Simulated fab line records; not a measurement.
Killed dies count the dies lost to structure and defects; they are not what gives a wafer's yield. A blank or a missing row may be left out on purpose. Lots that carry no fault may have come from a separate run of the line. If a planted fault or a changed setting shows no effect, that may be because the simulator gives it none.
fab line records -- flow n5_finfet
record: lots: 10, wafers: 29, last_day: 19
route steps=1938 shown BEOL_M3@998 BEOL_M4@1111 PASSIVATION@1936
lots untouched by any fault: they come from a run of this same line in which no faults occurred
start_h: the number of hours between the record's first day and the start of the first shown wafer of the lot -- wait_h: time in hours since the lot's previous step -- " the same as in the row above -- L1.1+2: several wafers, shown together as one row -- - value missing, or start not given -- * or withheld: withheld -- < > ~ a bound
route shown NAME@n: NAME is a module with steps in the file, n the number in the route of the first one -- usual: average and standard deviation across the fault-free wafers -- same: alike in all rows -- chamber/n: place in a boat -- sites: per-site readings -- _std_site: their standard deviation -- _edge_site: mean of outer sites minus mean of inner sites -- radius_mm: how far each site lies from the wafer's centre -- mask NAME#n: copy n -- behind: tool/chamber where the wafer was last shaped -- hold: why the lot was held/for how many hours/how that ended -- device: whichever transistor did not switch (one of n, p or np) -- end of line: at the end of the route, the tests of the same wafers -- a step with no rows: only its recipe -- killed: not the wafer's yield, but the dies lost to structure and defects at the first sort -- map: a wafer's dies, x killed, . not, _ none there
set.NAME: setting as actually run; set.NAME@STEP: the setting as run at that earlier step -- model.NAME: the simulator's own value behind a step, which no gauge read
a sample of lots followed through the steps of the route, with each step as a table and each wafer as a row
services: the hour from which a tool's chamber was out of use, counted from the record's first day as start_h (under 0 if before that day), plus the number of hours and why
== steps ==
step: N5_BEOL_M3_SPUTTER_81
recipe: material: Cu, target_thk_a: 45, temp_c: -20, chamber_pressure_pa: 0.07, power_w: withheld, time_s: 8.29
usual: throttle_valve_pct: 30.3/1.4
lot.wafer,tool,chamber,start_h,wait_h,throttle_valve_pct
L422.1,pvd_sputter-03,-,149.22,0.1,29.2
L422.3,pvd_sputter-03,-,149.22,0.1,28.9
L423.1,pvd_sputter-01,-,159.20,0.1,31.1
L423.2,pvd_sputter-01,-,159.20,0.1,31.1
L423.5,pvd_sputter-01,-,159.20,0.1,32.5
L424.1,pvd_sputter-01,-,161.04,0.1,32.7
L424.2,pvd_sputter-01,-,161.04,0.1,31.2
L424.5,pvd_sputter-01,-,161.04,0.1,32.4
L429.2,pvd_sputter-01,-,195.73,0.1,32.3
L429.5,pvd_sputter-01,-,195.73,0.1,31.3
L429.6,pvd_sputter-01,-,195.73,0.1,31.3
L430.1,pvd_sputter-03,-,198.89,0.1,29.5
L430.2,pvd_sputter-03,-,198.89,0.1,27.7
L430.5,pvd_sputter-03,-,198.89,0.1,29.1
L431.1,pvd_sputter-03,-,202.87,0.1,27.3
L431.4,pvd_sputter-03,-,202.87,0.1,29.8
L431.6,pvd_sputter-03,-,202.87,0.1,27.5
L437.1,pvd_sputter-01,-,240.95,0.1,31.1
L437.5,pvd_sputter-01,-,240.95,0.1,31.4
L437.6,pvd_sputter-01,-,240.95,0.1,31.4
L440.1,pvd_sputter-01,-,264.21,0.1,32.4
L440.2,pvd_sputter-01,-,264.21,0.1,30.6
L440.6,pvd_sputter-01,-,264.21,0.1,32.5
L444.2,pvd_sputter-03,-,300.50,0.1,27.5
L444.5,pvd_sputter-03,-,300.50,0.1,30.3
L444.6,pvd_sputter-03,-,300.50,0.1,27.4
L445.1,pvd_sputter-02,-,308.54,0.1,30.7
L445.3,pvd_sputter-02,-,308.54,0.1,29.7
L445.6,pvd_sputter-02,-,308.54,0.1,29.9
step: N5_BEOL_M3_SPUTTER_90
recipe: material: Cu, target_thk_a: 45, temp_c: -20, chamber_pressure_pa: 0.07, power_w: withheld, time_s: 8.29
usual: throttle_valve_pct: 30.3/1.4
lot.wafer,tool,chamber,start_h,wait_h,throttle_valve_pct
L422.1,pvd_sputter-03,-,149.88,0.1,29.7
L422.3,pvd_sputter-03,-,149.88,0.1,28.9
L423.1,pvd_sputter-01,-,159.86,0.1,31.1
L423.2,pvd_sputter-01,-,159.86,0.1,31.2
L423.5,pvd_sputter-01,-,159.86,0.1,32.4
L424.1,pvd_sputter-01,-,161.70,0.1,32.8
L424.2,pvd_sputter-01,-,161.70,0.1,31.3
L424.5,pvd_sputter-01,-,161.70,0.1,32.5
L429.2,pvd_sputter-01,-,196.39,0.1,32.3
L429.5,pvd_sputter-01,-,196.39,0.1,31.3
L429.6,pvd_sputter-01,-,196.39,0.1,31.0
L430.1,pvd_sputter-03,-,199.55,0.1,29.3
L430.2,pvd_sputter-03,-,199.55,0.1,27.2
L430.5,pvd_sputter-03,-,199.55,0.1,28.6
L431.1,pvd_sputter-03,-,203.53,0.1,27.6
L431.4,pvd_sputter-03,-,203.53,0.1,29.7
L431.6,pvd_sputter-03,-,203.53,0.1,27.5
L437.1,pvd_sputter-01,-,241.61,0.1,31.3
L437.5,pvd_sputter-01,-,241.61,0.1,31.1
L437.6,pvd_sputter-01,-,241.61,0.1,31.3
L440.1,pvd_sputter-01,-,264.87,0.1,32.4
L440.2,pvd_sputter-01,-,264.87,0.1,31.1
L440.6,pvd_sputter-01,-,264.87,0.1,32.5
L444.2,pvd_sputter-03,-,301.16,0.1,27.6
L444.5,pvd_sputter-03,-,301.16,0.1,29.9
L444.6,pvd_sputter-03,-,301.16,0.1,27.5
L445.1,pvd_sputter-02,-,309.20,0.1,30.6
L445.3,pvd_sputter-02,-,309.20,0.1,30.0
L445.6,pvd_sputter-02,-,309.20,0.1,29.9
step: N5_BEOL_M3_SPUTTER_96
recipe: material: Cu, target_thk_a: 45, temp_c: -20, chamber_pressure_pa: 0.07, power_w: withheld, time_s: 8.29
usual: throttle_valve_pct: 30.3/1.4
lot.wafer,tool,chamber,start_h,wait_h,throttle_valve_pct
L422.1,pvd_sputter-03,-,150.54,0.1,29.2
L422.3,pvd_sputter-03,-,150.54,0.1,29.0
L423.1,pvd_sputter-01,-,160.52,0.1,31.1
L423.2,pvd_sputter-01,-,160.52,0.1,31.3
L423.5,pvd_sputter-01,-,160.52,0.1,32.6
L424.1,pvd_sputter-01,-,162.36,0.1,32.6
L424.2,pvd_sputter-01,-,162.36,0.1,31.2
L424.5,pvd_sputter-01,-,162.36,0.1,32.3
L429.2,pvd_sputter-01,-,197.05,0.1,32.6
L429.5,pvd_sputter-01,-,197.05,0.1,31.2
L429.6,pvd_sputter-01,-,197.05,0.1,31.0
L430.1,pvd_sputter-03,-,200.21,0.1,29.4
L430.2,pvd_sputter-03,-,200.21,0.1,27.5
L430.5,pvd_sputter-03,-,200.21,0.1,28.9
L431.1,pvd_sputter-03,-,204.19,0.1,27.6
L431.4,pvd_sputter-03,-,204.19,0.1,29.3
L431.6,pvd_sputter-03,-,204.19,0.1,27.4
L437.1,pvd_sputter-01,-,242.27,0.1,31.1
L437.5,pvd_sputter-01,-,242.27,0.1,31.1
L437.6,pvd_sputter-01,-,242.27,0.1,31.2
L440.1,pvd_sputter-01,-,265.53,0.1,32.3
L440.2,pvd_sputter-01,-,265.53,0.1,31.0
L440.6,pvd_sputter-01,-,265.53,0.1,32.3
L444.2,pvd_sputter-03,-,301.82,0.1,27.3
L444.5,pvd_sputter-03,-,301.82,0.1,30.3
L444.6,pvd_sputter-03,-,301.82,0.1,27.6
L445.1,pvd_sputter-02,-,309.86,0.1,30.8
L445.3,pvd_sputter-02,-,309.86,0.1,30.0
L445.6,pvd_sputter-02,-,309.86,0.1,29.9
step: N5_BEOL_M3_ECD_50
recipe: material: Cu, target_thk_a: 3000
lot.wafer,tool,chamber,start_h,wait_h
L422.1+3,ecd_cu-02,"0,1",150.66,0.1
L423.1+2+5,ecd_cu-01,"0,1,1",160.63,0.1
L424.1+2+5,ecd_cu-01,"0,1,1",162.47,0.1
L429.2+5+6,ecd_cu-02,"1,1,0",197.17,0.1
L430.1+2+5,ecd_cu-01,"1,0,1",200.32,0.1
L431.1+4+6,ecd_cu-01,"0,1,1",204.30,0.1
L437.1+5+6,ecd_cu-01,"0,1,0",242.39,0.1
L440.1+2+6,ecd_cu-02,"0,1,1",265.65,0.1
L444.2+5+6,ecd_cu-02,"0,0,1",301.94,0.1
L445.1+3+6,ecd_cu-02,"0,1,1",309.98,0.1
step: N5_BEOL_M3_CMP_52
recipe: stop_on: SiOC, t_overpolish_s: 6.8, down_force_psi: 1, platen_rpm: 50, clearing_platen_down_force_psi: 1.5, clearing_platen_rpm: 50, post_cmp_clean: cu_alkaline, target_thk_nm: 40, clearing_platen_pad_velocity_m_s: 0.99484, pad_velocity_m_s: 0.99484
usual: clearing_platen_rpm: 50.003/0.029, motor_current_A: 5.8/0.77, pad_life_wafers: 1078/680, time_to_endpoint_s: 62/3.3
lot.wafer,tool,chamber,start_h,wait_h,clearing_platen_rpm,motor_current_A,pad_life_wafers,time_to_endpoint_s
L422.3,cmp-04,0,151.60,0.2,50.014,4.4,1980,57
L422.1,cmp-04,2,151.60,0.2,50.002,6.3,1982,58
L423.2,cmp-01,3,165.70,0.4,50.013,6.3,1050,64
L423.1,cmp-01,1,165.70,0.4,49.999,5.9,1052,55
L423.5,cmp-01,3,165.70,0.4,49.950,6.3,-,62
L424.1,cmp-03,0,168.53,0.3,50.035,5.4,1489,63
L424.2,cmp-03,2,168.53,0.3,50.066,5.7,1491,58
L424.5,cmp-03,0,168.53,0.3,50.024,5.2,-,62
L429.2,cmp-03,0,197.62,0.3,49.983,5.5,1730,0
L429.5,cmp-03,2,197.62,0.3,50.011,5.6,-,0
L429.6,cmp-03,3,197.62,0.3,49.953,6.5,-,3
L430.2,cmp-03,1,200.75,0.3,50.033,4.8,1753,0
L430.1,cmp-03,3,200.75,0.3,50.019,6.8,1755,2
L430.5,cmp-03,0,200.75,0.3,49.969,5.4,-,2
L431.1,cmp-04,0,204.82,0.3,49.984,4.7,204,1
L431.4,cmp-04,3,204.82,0.3,50.003,4.8,207,0
L431.6,cmp-04,1,204.82,0.3,50.007,6.1,-,1
L437.1,cmp-01,1,242.80,0.3,50.048,5.8,1669,57
L437.6,cmp-01,0,242.80,0.3,50.022,6.4,-,64
L437.5,cmp-01,1,242.80,0.3,49.992,6.1,-,58
L440.1,cmp-03,2,266.02,0.3,50.008,5.8,180,58
L440.2,cmp-03,3,266.02,0.3,49.983,6.7,181,64
L440.6,cmp-03,2,266.02,0.3,50.019,5.7,-,57
L444.2,cmp-01,3,302.48,0.2,50.024,6.2,139,59
L444.5,cmp-01,2,302.48,0.2,50.024,6.6,-,62
L444.6,cmp-01,3,302.48,0.2,49.980,6.4,-,61
L445.3,cmp-04,1,310.37,0.2,50.011,6.2,1002,62
L445.1,cmp-04,2,310.37,0.2,50.011,6.1,1003,62
L445.6,cmp-04,1,310.37,0.2,50.030,6.6,-,62
step: N5_BEOL_M4_RC_MEAS_101
usual: DIBL_N: 36.3/2.2, DIBL_P: 36.0/2.4, IOFF_N: 0.16/0.042, IOFF_P: 0.22/0.041, ION_N: 672/14, ION_P: 462/7.9, SS_N: 71.7/0.76, SS_P: 73.3/0.72, VT_N: 250/3.6, VT_P: -249/3
lot.wafer,tool,chamber,start_h,wait_h,DIBL_N[mV/V],DIBL_P[mV/V],IOFF_N[nA/um],IOFF_P[nA/um],ION_N[uA/um],ION_P[uA/um],SS_N[mV/dec],SS_P[mV/dec],VT_N[mV],VT_P[mV]
L422.1,prober-02,0,167.38,0.0,37.2,38.0,0.19,0.24,680,463,72.1,74.9,245,-252
L422.3,prober-02,0,167.38,0.0,36.3,36.5,0.16,0.21,661,459,71.8,73.9,253,-251
L423.1,prober-02,0,175.75,0.0,37.1,36.6,0.18,0.24,673,467,71.0,73.4,251,-249
L423.2,prober-02,0,175.75,0.0,35.7,36.3,0.15,0.24,667,466,71.5,73.0,252,-246
L423.5,prober-02,0,175.75,0.0,38.0,37.9,0.20,0.27,679,463,72.0,73.9,244,-244
L424.1,prober-02,0,179.50,0.0,34.8,35.2,0.15,0.20,679,465,70.7,72.5,251,-251
L424.2,prober-02,0,179.50,0.0,38.0,37.8,0.21,0.26,687,464,72.2,74.1,248,-249
L424.5,prober-02,0,179.50,0.0,36.3,36.1,0.17,0.22,689,465,71.3,73.2,249,-251
L437.1,prober-02,0,249.68,0.0,34.4,35.2,0.16,0.24,671,466,72.1,73.3,250,-245
L437.5,prober-02,0,249.68,0.0,34.4,34.6,0.16,0.23,689,475,71.0,73.2,247,-244
L437.6,prober-02,0,249.68,0.0,33.5,34.2,0.14,0.22,668,464,70.8,72.4,252,-246
L440.1,prober-01,0,294.89,0.0,35.3,33.0,0.13,0.18,679,469,70.9,73.2,254,-253
L440.2,prober-01,0,294.89,0.0,35.4,32.8,0.14,0.19,667,457,71.1,73.2,252,-255
L440.6,prober-01,0,294.89,0.0,38.4,37.0,0.21,0.25,696,479,71.5,73.8,247,-248
L444.2,prober-01,0,316.66,0.2,39.2,37.0,0.23,0.21,668,447,74.3,73.7,251,-253
L444.5,prober-01,0,316.66,0.2,38.6,38.2,0.20,0.22,685,460,72.2,73.6,249,-251
L444.6,prober-01,0,316.66,0.2,38.5,37.3,0.20,0.21,688,454,72.5,73.6,250,-250
L445.1,prober-02,0,333.91,0.0,36.6,36.4,0.15,0.18,655,445,72.2,73.0,253,-253
L445.3,prober-02,0,333.91,0.0,34.5,35.3,0.13,0.18,664,459,70.8,72.3,251,-255
L445.6,prober-02,0,333.91,0.0,33.8,34.7,0.11,0.16,657,453,70.8,72.7,255,-252
step: N5_PASSIVATION_PROBE_49
usual: defect_limited_yield: 91.3/1.7, killed_at_M0_to_M3: 33/9.9, killed_at_M4_up: 14/6.4, killed_at_contacts: 12/7, killed_at_front_end: 41/13, killed_at_other: 3.1/2.9, killed_dies: 103/20, killed_on_rim: 13/4, killed_open: 67/14, killed_short: 34/9.4, sort_bin_5_function: 5.1/1.1, sort_bin_6_memory: 3.2/0.79, sort_n_pass: 1077/21, sort_yield_pct: 91.2/1.7
same: gross_dies: 1180, killed_at_back_side: 0, sort_bin_4_leakage[%]: 0, sort_bin_8_speed[%]: 0
lot.wafer,tool,chamber,start_h,wait_h,defect_limited_yield[%],killed_at_M0_to_M3,killed_at_M4_up,killed_at_contacts,killed_at_front_end,killed_at_other,killed_dies,killed_on_rim,killed_open,killed_short,sort_bin_5_function[%],sort_bin_6_memory[%],sort_n_pass,sort_yield_pct[%]
L422.1,prober-02,-,265.56,0.0,92.0,29,15,11,37,2,94,12,66,27,5.2,2.6,1086,92.0
L422.3,prober-02,-,265.66,0.1,90.7,31,16,34,29,0,110,14,72,37,5.6,3.3,1070,90.7
L429.2,prober-02,-,302.92,0.1,0,1133,7,3,36,1,1180,152,50,34,96.5,3.1,0,0
L429.5,prober-02,-,303.07,0.2,0,1110,14,5,50,1,1180,152,67,36,96.4,3.2,0,0
L429.6,prober-02,-,303.12,0.3,0,1114,13,15,36,2,1180,152,53,37,96.4,3.3,0,0
L430.1,prober-01,-,304.99,0.0,0,1097,16,6,55,6,1180,152,58,48,96.6,2.9,0,0
L430.2,prober-01,-,305.04,0.1,0,1128,5,9,37,1,1180,152,47,40,97.0,2.8,0,0
L430.5,prober-01,-,305.19,0.2,0,1111,8,6,49,6,1180,152,54,40,97.0,2.7,0,0
L431.1,prober-01,-,319.02,0.0,0,1104,15,9,51,1,1180,152,75,29,95.8,3.7,0,0
L431.4,prober-01,-,319.17,0.2,0,1119,13,3,42,3,1180,152,62,31,96.8,3.1,0,0
L431.6,prober-01,-,319.27,0.3,0,1109,16,5,48,2,1180,152,55,30,96.7,3.1,0,0
L437.1,prober-01,-,362.31,0.0,92.2,19,20,12,39,2,92,17,61,31,5.0,2.5,1088,92.2
L437.5,prober-01,-,362.51,0.2,91.6,25,12,6,51,5,99,7,60,39,4.9,3.4,1081,91.6
L437.6,prober-01,-,362.56,0.3,92.8,14,23,10,33,5,85,6,59,26,3.9,3.0,1095,92.8
L440.1,prober-01,-,402.45,0.0,93.3,34,6,12,24,3,79,14,51,28,3.1,3.4,1101,93.3
L440.2,prober-01,-,402.50,0.1,95.2,19,9,6,15,8,57,6,29,25,3.1,1.5,1123,95.2
L440.6,prober-01,-,402.70,0.3,93.1,28,9,19,24,1,81,3,59,20,4.3,2.5,1099,93.1
L444.2,prober-01,-,437.73,0.1,92.0,21,13,7,53,0,94,9,68,26,4.3,3.6,1086,92.0
L444.5,prober-01,-,437.88,0.2,89.8,37,8,11,60,4,120,12,85,34,6.2,3.8,1060,89.8
L444.6,prober-01,-,437.93,0.3,87.3,64,15,12,57,2,150,17,97,50,7.8,4.8,1030,87.3
killed by level:class
L422.1 FIN_SAQP:geometric_particle:open=16 BEOL_M3:geometric_particle:open=9 MOL_CONTACT_COAG:geometric_particle:open=8 BEOL_M2:geometric_particle:open=6 BEOL_M4:geometric_particle:open=6 FIN_SAQP:geometric_particle:short=5 BEOL_M0_SAQP:geometric_particle:open=5 STI_FIN_REVEAL:geometric_particle:open=3
L422.3 MOL_CONTACT_COAG:geometric_particle:open=20 MOL_CONTACT_COAG:geometric_particle:short=14 BEOL_M3:geometric_particle:open=11 STI_FIN_REVEAL:geometric_particle:open=6 BEOL_M2:geometric_particle:open=6 FIN_SAQP:geometric_particle:open=5 BEOL_M4:geometric_particle:open=5 GATE_CUT:geometric_particle:short=4
L429.2 BEOL_M3:area_ecd=1095 FIN_SAQP:geometric_particle:short=12 BEOL_M1:geometric_particle:open=10 BEOL_M3:geometric_particle:open=8 FIN_SAQP:geometric_particle:open=6 STI_FIN_REVEAL:geometric_particle:open=6 BEOL_M0_SAQP:geometric_particle:short=5 BEOL_M0_SAQP:geometric_particle:open=4
L429.5 BEOL_M3:area_ecd=1077 FIN_SAQP:geometric_particle:short=17 FIN_SAQP:geometric_particle:open=11 BEOL_M1:geometric_particle:open=10 BEOL_M2:geometric_particle:open=7 BEOL_M3:geometric_particle:open=6 STI_FIN_REVEAL:geometric_particle:open=5 BEOL_M4:geometric_particle:open=4
L429.6 BEOL_M3:area_ecd=1088 FIN_SAQP:geometric_particle:short=14 MOL_CONTACT_COAG:geometric_particle:open=12 BEOL_M3:geometric_particle:open=6 BEOL_M2:geometric_particle:open=6 BEOL_M6:geometric_particle:open=6 STI_FIN_REVEAL:geometric_particle:open=4 BEOL_M1:geometric_particle:open=4
L430.1 BEOL_M3:area_ecd=1070 FIN_SAQP:geometric_particle:short=19 FIN_SAQP:geometric_particle:open=7 STI_FIN_REVEAL:geometric_particle:open=6 BEOL_M0_SAQP:geometric_particle:open=6 BEOL_M4:geometric_particle:open=6 SPACER0:geometric_particle:open=5 MOL_CONTACT_COAG:geometric_particle:open=5
L430.2 BEOL_M3:area_ecd=1091 GATE_CUT:geometric_particle:short=10 BEOL_M0_SAQP:geometric_particle:open=7 BEOL_M3:geometric_particle:open=7 MOL_CONTACT_COAG:geometric_particle:open=6 BEOL_M1:geometric_particle:open=6 BEOL_M0_SAQP:geometric_particle:short=5 BEOL_M2:geometric_particle:open=5
L430.5 BEOL_M3:area_ecd=1084 STI_FIN_REVEAL:geometric_particle:open=16 FIN_SAQP:geometric_particle:short=13 MOL_CONTACT_COAG:geometric_particle:open=6 BEOL_M3:geometric_particle:open=6 BEOL_M4:geometric_particle:short=5 DUMMY_GATE:geometric_particle:open=4 BEOL_M0_SAQP:geometric_particle:open=4
L431.1 BEOL_M3:area_ecd=1074 FIN_SAQP:geometric_particle:short=16 FIN_SAQP:geometric_particle:open=15 BEOL_M1:geometric_particle:open=11 MOL_CONTACT_COAG:geometric_particle:open=7 DUMMY_GATE:geometric_particle:open=4 STARTING-WAFER:geometric_particle:open=4 BEOL_M0_SAQP:geometric_particle:open=4
L431.4 BEOL_M3:area_ecd=1087 FIN_SAQP:geometric_particle:open=16 FIN_SAQP:geometric_particle:short=12 BEOL_M2:geometric_particle:open=7 BEOL_M3:geometric_particle:open=7 BEOL_M0_SAQP:geometric_particle:open=6 BEOL_M4:geometric_particle:open=4 GATE_CUT:geometric_particle:short=3
L431.6 BEOL_M3:area_ecd=1095 FIN_SAQP:geometric_particle:open=14 FIN_SAQP:geometric_particle:short=10 STI_FIN_REVEAL:geometric_particle:open=6 BEOL_M4:geometric_particle:open=6 BEOL_M5:geometric_particle:open=5 GATE_CUT:geometric_particle:open=4 GATE_CUT:geometric_particle:short=4
L437.1 FIN_SAQP:geometric_particle:open=10 MOL_CONTACT_COAG:geometric_particle:open=9 FIN_SAQP:geometric_particle:short=8 BEOL_M1:geometric_particle:open=8 DUMMY_GATE:geometric_particle:open=5 GATE_CUT:geometric_particle:short=5 BEOL_M7:geometric_particle:open=4 BEOL_M0_SAQP:geometric_particle:open=4
L437.5 FIN_SAQP:geometric_particle:short=13 FIN_SAQP:geometric_particle:open=11 STI_FIN_REVEAL:geometric_particle:open=11 BEOL_M0_SAQP:geometric_particle:short=5 BEOL_M0_SAQP:geometric_particle:open=5 BEOL_M3:geometric_particle:open=5 BEOL_M5:geometric_particle:open=5 GATE_CUT:geometric_particle:short=4
L437.6 MOL_CONTACT_COAG:geometric_particle:open=10 BEOL_M4:geometric_particle:open=7 FIN_SAQP:geometric_particle:short=6 STI_FIN_REVEAL:geometric_particle:open=6 BEOL_M0_SAQP:geometric_particle:open=5 BEOL_M0_SAQP:geometric_particle:short=5 BEOL_M5:geometric_particle:open=5 GATE_CUT:geometric_particle:short=4
L440.1 MOL_CONTACT_COAG:geometric_particle:open=9 GATE_CUT:geometric_particle:short=6 BEOL_M0_SAQP:geometric_particle:open=6 BEOL_M3:geometric_particle:open=6 BEOL_M0_SAQP:geometric_particle:short=5 DUMMY_GATE:geometric_particle:open=4 GATE_CUT:geometric_particle:open=4 BEOL_M0:geometric_particle:open=4
L440.2 MIM_TOP_ETCH:geometric_particle:short=6 FIN_SAQP:geometric_particle:short=5 MOL_CONTACT_COAG:geometric_particle:open=5 BEOL_M0_SAQP:geometric_particle:short=5 BEOL_M2:geometric_particle:open=4 FIN_SAQP:geometric_particle:open=3 BEOL_M3:geometric_particle:open=3 FIN_CUT:geometric_particle:open=2
L440.6 MOL_CONTACT_COAG:geometric_particle:open=17 BEOL_M3:geometric_particle:open=7 BEOL_M0_SAQP:geometric_particle:short=5 DUMMY_GATE:geometric_particle:open=4 GATE_CUT:geometric_particle:short=4 BEOL_M0_SAQP:geometric_particle:open=4 BEOL_M2:geometric_particle:open=4 BEOL_M0:geometric_particle:open=3
L444.2 STI_FIN_REVEAL:geometric_particle:open=10 FIN_SAQP:geometric_particle:short=9 FIN_SAQP:geometric_particle:open=9 MOL_CONTACT_COAG:geometric_particle:open=7 BEOL_M0_SAQP:geometric_particle:open=7 DUMMY_GATE:geometric_particle:open=6 BEOL_M0_SAQP:geometric_particle:short=4 STARTING-WAFER:geometric_particle:short=3
L444.5 STI_FIN_REVEAL:geometric_particle:open=27 BEOL_M0_SAQP:geometric_particle:short=15 MOL_CONTACT_COAG:geometric_particle:open=10 STARTING-WAFER:geometric_particle:open=8 BEOL_M0_SAQP:geometric_particle:open=7 FIN_SAQP:geometric_particle:short=6 BEOL_M0:geometric_particle:open=6 FIN_SAQP:geometric_particle:open=5
L444.6 BEOL_M0_SAQP:geometric_particle:short=23 BEOL_M0_SAQP:geometric_particle:open=20 STI_FIN_REVEAL:geometric_particle:open=17 FIN_SAQP:geometric_particle:open=14 BEOL_M2:geometric_particle:open=11 MOL_CONTACT_COAG:geometric_particle:open=10 FIN_SAQP:geometric_particle:short=8 BEOL_M5:geometric_particle:open=6
== services ==
tool,chamber,start_h,hours,kind
pvd_sputter-03,-,133.80,2.7,repair
cmp-03,-,167.46,0.8,repair
cmp-01,-,176.83,2.5,repair
cmp-04,-,178.02,4.0,pm
cmp-04,-,182.02,-,consumable_replace:conditioner
cmp-04,-,182.02,-,consumable_replace:pad
cmp-01,-,191.02,2.7,repair
ecd_cu-02,-,217.70,1.4,repair
cmp-04,-,241.42,2.1,repair
cmp-03,-,241.95,4.0,pm
cmp-03,-,245.95,-,consumable_replace:conditioner
cmp-03,-,245.95,-,consumable_replace:pad
ecd_cu-02,-,247.15,4.4,pm
cmp-04,-,249.30,1.0,repair
cmp-04,-,259.07,1.8,repair
pvd_sputter-02,-,269.38,29.2,repair
cmp-01,-,281.83,4.0,pm
cmp-04,-,282.79,4.9,pm
cmp-01,-,285.83,-,consumable_replace:conditioner
cmp-01,-,285.83,-,consumable_replace:pad
cmp-03,-,305.92,0.2,repair
== key ==
first_sign: step: N5_BEOL_M3_CMP_52, reading: time_to_endpoint_s, direction: down, sigmas: 18, usual: *, struck: *
effect: step: N5_PASSIVATION_PROBE_49, reading: killed_at_M0_to_M3, direction: up, sigmas: 99+, usual: 33, struck: 1114
more_kills_born_at: N5_BEOL_M3_ECD_50@ecd_cu-01: 6501, N5_BEOL_M3_ECD_50@ecd_cu-02: 3260
met_at N5_BEOL_M3_ECD_50
struck_lots L429,L430,L431
later_rows_left_out L429.2,L429.5,L429.6,L430.1,L430.2,L430.5,L431.1,L431.4,L431.6
not_acting_at N5_BEOL_M3_SPUTTER_81,N5_BEOL_M3_SPUTTER_90,N5_BEOL_M3_SPUTTER_96
onset_between 162.47 197.17
fault: kind: skipped_step_whole, tool: ecd_cu-01,ecd_cu-02, chamber: -, onset_h: 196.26, steps: N5_BEOL_M3_ECD_50, scope: struck_lots_only
later_rows_left_out: the simulator's readings of these wafers behind a module that went badly wrong aren't trusted and aren't shown, but for the sort
